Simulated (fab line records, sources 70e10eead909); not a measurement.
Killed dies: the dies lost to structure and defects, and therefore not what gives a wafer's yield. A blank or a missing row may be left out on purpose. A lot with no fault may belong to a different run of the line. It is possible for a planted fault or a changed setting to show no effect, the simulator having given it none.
Chamber matching | flow nandHarc | NHARC_A_STAIRCASE_ETCH_444 on rieDiel-08: 4 sister chambers
The step etches the open film in C4F8/O2, target depth 10200 nm, time 3400 s. 4 wafers are shown with their chamber, then 9 later ones without.

WAFERS PAIRED WITH THEIR CHAMBERS
wafer  | chamber | rfVppV (V)
L085.6 | 0       | 805
L087.1 | 2       | 813
L087.3 | 1       | 812
L087.5 | 3       | 811

WAFERS MISSING THEIR CHAMBER
wafer  | rfVppV (V)
L089.1 | 811
L089.3 | 805
L089.6 | 813
L092.2 | 805
L092.4 | 813
L092.5 | 814
L096.3 | 810
L096.5 | 811
L096.6 | 812

EACH ONE'S CHAMBER
wafer  | from the rows above | in truth
L089.1 | 3                   | 3
L089.3 | 0                   | 0
L089.6 | 2                   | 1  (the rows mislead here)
L092.2 | 0                   | 0
L092.4 | 2                   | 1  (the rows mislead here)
L092.5 | 2                   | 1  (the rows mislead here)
L096.3 | 3                   | 3
L096.5 | 3                   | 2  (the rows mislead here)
L096.6 | 1                   | 1
Correctly placed: 5 of 9. Not placeable from these rows: 0. Wrongly placed: 4.
How it was worked out, from the rows above alone: a wafer's distance from a chamber is the root of the sum, over the readings, of the square of ((its reading less the chamber's mean) divided by the reading's scatter). The wafer belongs to the nearest chamber; if the next one is less than 2 further off, it can't be placed. Each chamber's mean is taken over the wafers shown for it. The scatter: root of mean squared gap, hidden wafer to nearest shown wafer, with one shown wafer a chamber.
